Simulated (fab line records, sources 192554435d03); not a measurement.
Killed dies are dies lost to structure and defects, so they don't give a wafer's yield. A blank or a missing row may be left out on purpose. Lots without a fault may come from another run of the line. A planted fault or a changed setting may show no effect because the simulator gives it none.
One fault seen from 2 desks | flow n5_finfet | each desk has only its own numbers; what lay behind them comes last

THE TOOL OWNER'S DESK: ald_metal-04
The tool's own readings at N5_BEOL_M11_ALD_74 (deposits TaN, target thk 2 nm, pulse time 2 s, purge time 3 s): means of the sampled wafers that have a number, for each lot that ran on this tool. A lot is out of limits, marked OUT, if its mean lies more than 4 standard deviations from the usual mean; the brackets give that distance.
Columns: A = heater_power_w at N5_BEOL_M11_ALD_74, usual 416 W; B = susceptor_temp_C at N5_BEOL_M11_ALD_74, usual 275.00 C
lot  | first seen here | A   | B
L825 | day 11 06:17    | 432 | 274.95
L831 | day 12 14:16    | 417 | 275.00
L832 | day 12 21:02    | 412 | 274.97
L847 | day 16 07:30    | 433 | 274.95
This desk's finding: nothing out of limits on any of the 4 lots.

THE DEFECT DESK
What the inspections along the route counted, lot by lot: means of the sampled wafers that have a number. A lot is out of limits, marked OUT, if its mean lies more than 4 standard deviations from the usual mean; the brackets give that distance.
Columns: A = raw_defect_count at N5_BEOL_M11_INSPECT_58, usual 69
lot  | first seen here | A
L824 | day 10 20:58    | 100
L826 | day 11 00:11    | 48
L825 | day 11 07:53    | 71
L831 | day 12 16:05    | 56
L832 | day 12 23:07    | 44
L838 | day 14 07:14    | 68
L837 | day 14 10:05    | 65
L844 | day 15 16:42    | 55
L842 | day 15 17:29    | 51
L845 | day 15 22:21    | 58
L847 | day 16 09:38    | 62
This desk's finding: nothing out of limits on any of the 11 lots.

PUT TOGETHER
The tool owner's desk saw nothing out of limits.
The defect desk saw nothing out of limits.

WHAT THE SIMULATOR HAD PUT IN
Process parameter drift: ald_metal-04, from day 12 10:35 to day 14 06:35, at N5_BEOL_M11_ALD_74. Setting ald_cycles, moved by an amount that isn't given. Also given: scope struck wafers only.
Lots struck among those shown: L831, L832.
